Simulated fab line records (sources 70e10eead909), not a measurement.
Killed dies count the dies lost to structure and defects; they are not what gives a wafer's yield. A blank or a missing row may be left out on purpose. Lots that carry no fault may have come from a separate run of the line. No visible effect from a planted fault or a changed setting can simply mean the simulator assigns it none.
Chamber matching ; flow nandHarc ; NHARC_A_M0_PRE_CLEAN_31 on pecvd-04: 3 sister chambers
The step time 12 s. 20 wafers are shown with their chamber, then 10 later ones without.

## WAFERS, EACH WITH ITS CHAMBER
wafer;chamber;heaterPowerW (W)
L074.2;0;687
L074.5;0;701
L074.6;1;460
L078.2;2;543
L078.3;0;704
L078.6;1;463
L079.3;2;618
L079.4;0;711
L079.5;2;636
L075.1;0;661
L075.2;1;534
L075.3;2;589
L080.1;2;608
L080.3;0;712
L080.5;0;710
L082.1;1;523
L082.2;0;619
L082.4;1;498
L087.1;1;505
L087.4;0;616

SIGNATURES (averages over the wafers above)
reading;chamber 0;chamber 1;chamber 2;scatter within a chamber
heaterPowerW;680.11;497.17;598.80;35.8
Rule: for a wafer and a chamber, the distance is found by dividing, reading by reading, the gap between the wafer's reading and the chamber's mean by the reading's scatter, squaring, summing and taking the root. If the next closest chamber is less than 2 further off than the closest, the wafer can't be placed; otherwise it belongs to the closest. How the scatter is found: for the shown wafers, subtract from each reading the mean of its chamber, square and add these, divide the total by (wafers less chambers), then take the root.

## WAFERS MISSING THEIR CHAMBER
wafer;heaterPowerW (W)
L087.6;507
L088.1;629
L088.5;523
L088.6;603
L092.2;541
L092.3;694
L092.4;521
L093.3;533
L093.5;524
L093.6;673

## WHICH CHAMBER EACH WENT THROUGH
wafer;from the rows above;in truth
L087.6;1;1
L088.1;can't be placed: 2 or 0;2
L088.5;can't be placed: 1 or 2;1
L088.6;2;2
L092.2;can't be placed: 1 or 2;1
L092.3;0;0
L092.4;can't be placed: 1 or 2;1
L093.3;can't be placed: 1 or 2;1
L093.5;can't be placed: 1 or 2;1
L093.6;can't be placed: 0 or 2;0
Correct placement for 3 of the 10. Can't be placed from these rows: 7 (the true chamber is among the candidates in 7). Placed wrongly: 0.
